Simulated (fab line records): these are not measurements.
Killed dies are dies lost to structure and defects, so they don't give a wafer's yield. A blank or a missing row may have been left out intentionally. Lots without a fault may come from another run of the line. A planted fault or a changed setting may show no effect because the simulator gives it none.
A struck lot beside a sound one	flow n5-finfet	27 out of 1938 route steps
Sound: the wafers L723.2, L723.4, L723.6. Struck: wafers L736.4, L736.5, L736.6. At the end, the cause is stated.
Per side, at each step with rows, come the tool, then ch with its chambers, and then its first start. Under that, the readings that differ: sound wafers	struck wafers	difference of the means	sigmas: that difference in standard deviations of wafers without a fault.
alike: words and numbers the same on both sides, and readings whose means are apart by under 2 such deviations; not compared: readings that were withheld, readings missing a value for some wafer, numbers with overlapping values and no deviation given by the record, and bounds like >300 which may hide the same value.
The two part at a step that has a row with sigmas, a row that says differs or no value, or rows on one side only. Non-overlapping numbers with no deviation appear without sigmas and do not part them. Lack of a reading on every wafer of one side parts them only where that side has two or more wafers.

first, 2 steps without rows for these wafers: N5_BEOL_M13_SPUTTER_45 (material Cu, target thk 80 nm, time 13.33 s); N5_BEOL_M13_ECD_47 (material Cu, target thk 936 nm).
N5_BEOL_M13_ANNEAL_48: time 90 s.
  sound on rtp-anneal-01 ch 0, day 13 06:01; struck on rtp-anneal-02 ch 0, day 16 20:02
  alike: wafer_temp_C_max
then, 1 step without rows for these wafers: N5_BEOL_M13_CMP_49 (polishes, stops on SiOC, t overpolish 17.1 s, target thk 420 nm).
N5_BEOL_M13_THK_MEAS_50: measures by xrf.
  sound: film-metro-02 at day 13 06:34; struck: film-metro-01 at day 16 20:31
  alike: M13_THK
then, 1 step without rows for these wafers: N5_BEOL_M13_PRE_CLEAN_52 (time 15 s).
N5_BEOL_M13_DEP_53: deposits SiCN from 3MS/NH3, target thk 50 nm, time 17.8 s.
  sound on pecvd-01 ch 1,2, day 13 06:37; struck on pecvd-02 ch 0,1,2, day 16 20:35
  alike: showerhead-plenum-p-Torr, showerhead-vpp-V, throttle-valve-pct
  not compared: since-wet-clean-h
N5_BEOL_M13_RS_MEAS_54: the measuring method here is four-point-probe.
  sound: film-metro-02 at day 13 06:41; struck: film-metro-02 at day 16 20:38
  alike: M13_RS
N5_BEOL_M13_INSPECT_55: inspects for defects (darkfield).
  sound: defect-inspect-01 at day 13 06:43; struck: defect-inspect-01 at day 16 20:40
  alike: raw-defect-count
N5_BEOL_M14_ILD_DEP_00: deposits SiO2 from TEOS/O2, target thk 1119.3 nm, time 237.4 s.
  sound on pecvd-01 ch 0,2, day 13 06:45; struck on pecvd-04 ch 0,1,2, day 16 20:47
  alike: heater-power-w, showerhead-plenum-p-Torr, showerhead-vpp-V, throttle-valve-pct
  not compared: since-wet-clean-h
N5_BEOL_M14_THK_MEAS_01:
  sound: film-metro-02 at day 13 06:56; struck: film-metro-02 at day 16 20:53
  alike: M14_ILD_THK
then, 1 step without rows for these wafers: N5_BEOL_M14_COAT_58 (time 60 s, resist thk 89 nm).
N5_BEOL_M14_COAT_04: resist thk 800 nm.
  sound on litho-track-03 ch 0, day 13 06:58; struck on litho-track-04 ch 0, day 16 20:55
reading	sound	struck	difference	sigmas
spin-speed-rpm (rpm)	1703.7 1703.3 1702.8	1460.0 1461.0 1463.2	-241.9	-99 or more
model.coat_of_BEOL_M14_COAT_04.thk-nm (nm)	799.4 797 797.2	867.4 865.4 866.4	+68.5	
then, 6 steps without rows for these wafers: N5_BEOL_M14_EBR_06; N5_BEOL_M14_SOFTBAKE_05 (time 60 s); N5_BEOL_M14_EXPOSE_07 (exposes mask V13); N5_BEOL_M14_PEB_08 (peb time 90 s); N5_BEOL_M14_DEVELOP_09 (develop time 45 s); N5_BEOL_M14_HARDBAKE_14 (time 120 s).
N5_BEOL_M14_CD_MEAS_10: the cd target is 250 nm.
  sound on cd-sem-01 ch 0, day 13 07:22; struck on cd-sem-01 ch 0, day 16 21:19
  alike: cd-nm
N5_BEOL_M14_OVL_MEAS_11:
  sound on overlay-01 ch 0, day 13 07:24; struck on overlay-02 ch 0, day 16 21:21
  alike: V13_OVL
N5_BEOL_M14_INSPECT_12: inspects for defects (macro).
  sound: defect-inspect-01 at day 13 07:26; struck: defect-inspect-02 at day 16 21:22
  alike: raw-defect-count
N5_BEOL_M14_DESCUM_15: chemistry O2, time 7.9 s.
  sound on rie-diel-04 ch 1,3, day 13 08:19; struck on rie-diel-01 ch 1,2,3, day 16 21:33
  alike: drypump-motor-current-A, oes-product-au, rf-vpp-V, showerhead-plenum-p-Torr, throttle-valve-pct
  not compared: rf-hours-counter-h
then, 1 step without rows for these wafers: N5_BEOL_M14_ETCH_59 (etches BARC in N2/H2, target depth 89 nm, overetch 26.7 nm, time 67.9 s).
N5_BEOL_M14_VIA_ETCH_16: etches SiO2 in C4F8/O2/Ar, target depth 1231.3 nm.
  sound on rie-diel-04 ch 1,3, day 13 08:24; struck on rie-diel-01 ch 1,2,3, day 16 21:38
reading	sound	struck	difference	sigmas
model.coat_of_BEOL_M14_COAT_04.thk-nm (nm)	463 455 456.4	526.4 525.4 518	+65.1	
  alike: drypump-motor-current-A, he-outer-torr, oes-product-au, rf-vpp-V, showerhead-plenum-p-Torr, throttle-valve-pct
N5_BEOL_M14_STRIP_63: strips in O2.
  sound on rie-diel-04 ch 1,3; struck on rie-diel-01 ch 1,2,3
reading	sound	struck	difference	sigmas
showerhead-plenum-p-Torr (Torr)	2.02 2.07 2.02	2.11 2.20 2.15	+0.12	+2
  alike: drypump-motor-current-A, oes-product-au, rf-vpp-V, throttle-valve-pct
  not compared: rf-hours-counter-h
N5_PASSIVATION_PROBE_49:
  sound: prober-01 at day 14 13:41; struck: prober-01 at day 18 00:33
  alike: defect-limited-yield, killed_at_M0_to_M3, killed_at_M4_up, killed-at-contacts, killed-at-front-end, killed-at-other, killed-dies, killed-on-rim, killed-open, killed-short, sort_bin_5_function, sort_bin_6_memory, sort-n-pass, sort-yield-pct

WHERE THEY PART
Earliest at N5_BEOL_M14_COAT_04; latest, in this record, at N5_BEOL_M14_STRIP_63. Later steps at which nothing parts them and some readings are alike: N5_PASSIVATION_PROBE_49.

WHY: what had been put in by the simulator
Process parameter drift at N5_BEOL_M14_COAT_04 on litho-track-04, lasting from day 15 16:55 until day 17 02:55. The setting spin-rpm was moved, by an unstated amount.
